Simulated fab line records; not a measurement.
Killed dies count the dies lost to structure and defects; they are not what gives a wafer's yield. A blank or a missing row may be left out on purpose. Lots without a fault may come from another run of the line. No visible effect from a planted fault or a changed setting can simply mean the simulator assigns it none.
Chamber matching -- flow nand-harc -- cmp-04 running NHARC_P_M1_CMP_23: 4 sister chambers
The step polishes, t overpolish 20 s, target thk 157.82 nm. 16 wafers are shown with their chamber, then 8 later ones without.

WAFERS, EACH WITH ITS CHAMBER
wafer,chamber,motor-current-A (A),time-to-endpoint-s (s)
L074.1,1,11.4,29.0
L074.5,0,10.5,25.2
L074.6,3,12.0,32.9
L075.2,3,11.4,34.3
L075.3,0,10.5,29.1
L075.5,0,10.5,25.5
L080.2,1,11.8,26.4
L080.3,3,11.9,29.3
L080.5,2,11.7,29.3
L082.1,3,10.6,31.2
L082.2,0,10.8,24.3
L082.5,2,11.9,27.4
L084.3,2,12.5,31.0
L084.4,1,11.2,25.9
L084.5,0,10.6,24.0
L087.2,3,12.0,35.5

SIGNATURES (averages over the wafers above)
reading,chamber 0,chamber 1,chamber 2,chamber 3,scatter within a chamber
motor-current-A,10.580,11.467,12.033,11.580,0.413
time-to-endpoint-s,25.620,27.100,29.233,32.640,2.1
Rule: distance of a wafer from a chamber = root of the sum over the readings of ((wafer's reading minus chamber's mean) / reading's scatter) squared. If the next closest chamber is less than 2 further off than the closest, the wafer can't be placed; otherwise it belongs to the closest. The scatter is the square root of a quotient: the sum, over the shown wafers, of each reading's squared deviation from its chamber's mean, divided by wafers minus chambers.

WAFERS WITH NO CHAMBER GIVEN
wafer,motor-current-A (A),time-to-endpoint-s (s)
L087.3,11.6,30.0
L087.4,12.9,32.3
L093.1,10.4,25.2
L093.2,12.9,28.9
L093.4,11.5,28.4
L095.3,11.8,27.1
L095.4,11.8,23.2
L095.6,11.5,26.8

EACH ONE'S CHAMBER
wafer,from the rows above,in truth
L087.3,can't be placed: 2 or 3 or 1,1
L087.4,can't be placed: 2 or 3 or 1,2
L093.1,0,0
L093.2,can't be placed: 2 or 1 or 3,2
L093.4,can't be placed: 1 or 2 or 3 or 0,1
L095.3,can't be placed: 1 or 2 or 3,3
L095.4,can't be placed: 1 or 2 or 0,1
L095.6,can't be placed: 1 or 2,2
Correct placement for 1 of the 8. From these rows, 7 cannot be placed; in 7 the true chamber is one of the candidates. Number placed wrongly: 0.
